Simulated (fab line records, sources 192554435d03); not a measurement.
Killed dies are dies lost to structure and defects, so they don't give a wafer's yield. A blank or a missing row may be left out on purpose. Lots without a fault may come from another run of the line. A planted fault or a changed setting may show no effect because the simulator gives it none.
A struck lot beside a sound one | flow n5_finfet | 37 steps out of a route of 1938
Sound: wafers L302.2, L302.4, L302.5. Struck: wafer L297.6. (L297.2, L297.5 of the same lot were not struck and are left out.) The cause comes at the end.
At each step with rows: each side's tool, then ch and its chambers, then its first start. Under that, the readings that differ: sound wafers | struck wafers | difference of the means | sigmas: that difference in standard deviations of wafers without a fault.
alike: readings whose means differ by less than 2 such deviations, and words and numbers that are the same on both sides. not compared: withheld readings, readings that some wafer has no value for, bounds like >300 that may hide the same value, and numbers for which the record gives no deviation and whose values overlap.
The two part at a step that has a row with sigmas, a row that says differs or no value, or rows on one side only. Numbers that don't overlap but have no deviation are shown without sigmas and don't part them. A reading that every wafer of one side lacks parts them only if that side has two wafers or more.

first, 9 steps without rows for these wafers: N5_BEOL_M13_PRE_CLEAN_42 (time 30 s); N5_BEOL_M13_SPUTTER_43 (material TaN, target thk 15 nm, time 24.19 s); N5_BEOL_M13_SPUTTER_44 (material Ta, target thk 10 nm, time 16.13 s); N5_BEOL_M13_SPUTTER_45 (material Cu, target thk 80 nm, time 13.33 s); N5_BEOL_M13_ECD_47 (material Cu, target thk 936 nm); N5_BEOL_M13_ANNEAL_48 (time 90 s); N5_BEOL_M13_CMP_49 (polishes, stops on SiOC, t overpolish 17.1 s, target thk 420 nm); N5_BEOL_M13_PRE_CLEAN_52 (time 15 s); N5_BEOL_M13_DEP_53 (deposits SiCN from 3MS/NH3, target thk 50 nm, time 17.8 s).
N5_BEOL_M14_ILD_DEP_00: deposits SiO2 from TEOS/O2, target thk 1119.3 nm, time 237.4 s.
  sound on pecvd-02 ch 0,1, day 19 01:59; struck on pecvd-01 ch 1, day 17 20:16
  reading                                       | sound             | struck | difference | sigmas
  run_length_s (s)                              | 280.4 280.5 280.2 | 485.5  | +205.1     | +99 or more
  throttle_valve_pct (%)                        | 16.9 19.1 16.7    | 19.3   | +1.7       | +2
  model.SiO2_of_BEOL_M14_ILD_DEP_00.thk_nm (nm) | 1117 1129 1127    | 2074   | +950       |
  alike: heater_power_w, showerhead_plenum_p_Torr
N5_BEOL_M14_THK_MEAS_01:
  sound on film_metro-01, day 19 02:10; struck on film_metro-02, day 17 20:28
  reading          | sound          | struck | difference | sigmas
  M14_ILD_THK (nm) | 1116 1129 1127 | 2074   | +950       | +63
then, 10 steps without rows for these wafers: N5_BEOL_M14_COAT_58 (time 60 s, resist thk 89 nm); N5_BEOL_M14_COAT_04 (resist thk 800 nm); N5_BEOL_M14_EBR_06; N5_BEOL_M14_SOFTBAKE_05 (time 60 s); N5_BEOL_M14_EXPOSE_07 (exposes mask V13); N5_BEOL_M14_PEB_08 (peb time 90 s); N5_BEOL_M14_DEVELOP_09 (develop time 45 s); N5_BEOL_M14_HARDBAKE_14 (time 120 s); N5_BEOL_M14_DESCUM_15 (chemistry O2, time 7.9 s); N5_BEOL_M14_ETCH_59 (etches BARC in N2/H2, target depth 89 nm, overetch 26.7 nm, time 67.9 s).
N5_BEOL_M14_VIA_ETCH_16: etches SiO2 in C4F8/O2/Ar, target depth 1231.3 nm.
  sound on rie_diel-04 ch 0,2, day 19 02:47; struck on rie_diel-04 ch 1, day 17 20:56
  reading                                    | sound           | struck | difference | sigmas
  showerhead_plenum_p_Torr (Torr)            | 3.37 3.35 3.35  | 3.50   | +0.14      | +2
  model.etch.depth_nm (nm)                   | 1117 1129 1127  | 2074   | +950       |
  model.coat_of_BEOL_M14_COAT_04.thk_nm (nm) | 453.4 454 453.4 | 230    | -224       |
  alike: drypump_motor_current_A, oes_product_au, rf_vpp_V, throttle_valve_pct
then, 4 steps without rows for these wafers: N5_BEOL_M14_STRIP_63 (strips in O2); N5_BEOL_M14_STRIP_64 (strips in O2); N5_BEOL_M14_STRIP_71 (strips in post etch residue remover, time 60 s); N5_BEOL_M14_SRD_72 (time 30 s, dry time 30 s).
N5_BEOL_M14_CD_MEAS_17: target cd 250 nm.
  sound on cd_sem-03, day 19 03:08; struck on cd_sem-01, day 17 21:17
  reading    | sound             | struck | difference | sigmas
  cd_nm (nm) | 249.3 250.3 250.0 | 257.0  | +7.1       | +5
then, 9 steps without rows for these wafers: N5_BEOL_M14_COAT_65 (time 60 s, resist thk 450 nm); N5_BEOL_M14_COAT_66 (time 60 s, resist thk 110 nm); N5_BEOL_M14_COAT_22 (resist thk 300 nm); N5_BEOL_M14_EBR_24; N5_BEOL_M14_SOFTBAKE_23 (time 60 s); N5_BEOL_M14_EXPOSE_25 (exposes mask M14, target cd 280 nm); N5_BEOL_M14_PEB_26 (peb time 90 s); N5_BEOL_M14_DEVELOP_27 (develop time 45 s); N5_BEOL_M14_HARDBAKE_32 (time 120 s).
N5_BEOL_M14_CMP_49: polishes, stops on SiO2, t overpolish 5.2 s, target thk 560 nm.
  sound on cmp-02 ch 1,2,3, day 19 07:20; struck on cmp-04 ch 3, day 18 01:51
  reading                                       | sound             | struck | difference | sigmas
  clearing_platen_rpm (rpm)                     | 80.01 80.12 80.01 | 79.93  | -0.12      | -3
  model.SiO2_of_BEOL_M14_ILD_DEP_00.thk_nm (nm) | 1036 1052 1048    | 1995   | +950       |
  alike: clearing_platen_down_force_psi, motor_current_A, retaining_ring_pressure_frac

WHERE THEY PART
First at N5_BEOL_M14_ILD_DEP_00; last, within this record, at N5_BEOL_M14_CMP_49.

WHY: what the simulator had put in
Process parameter drift: pecvd-01, from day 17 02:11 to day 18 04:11, at N5_BEOL_M14_ILD_DEP_00. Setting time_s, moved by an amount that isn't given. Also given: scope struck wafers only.
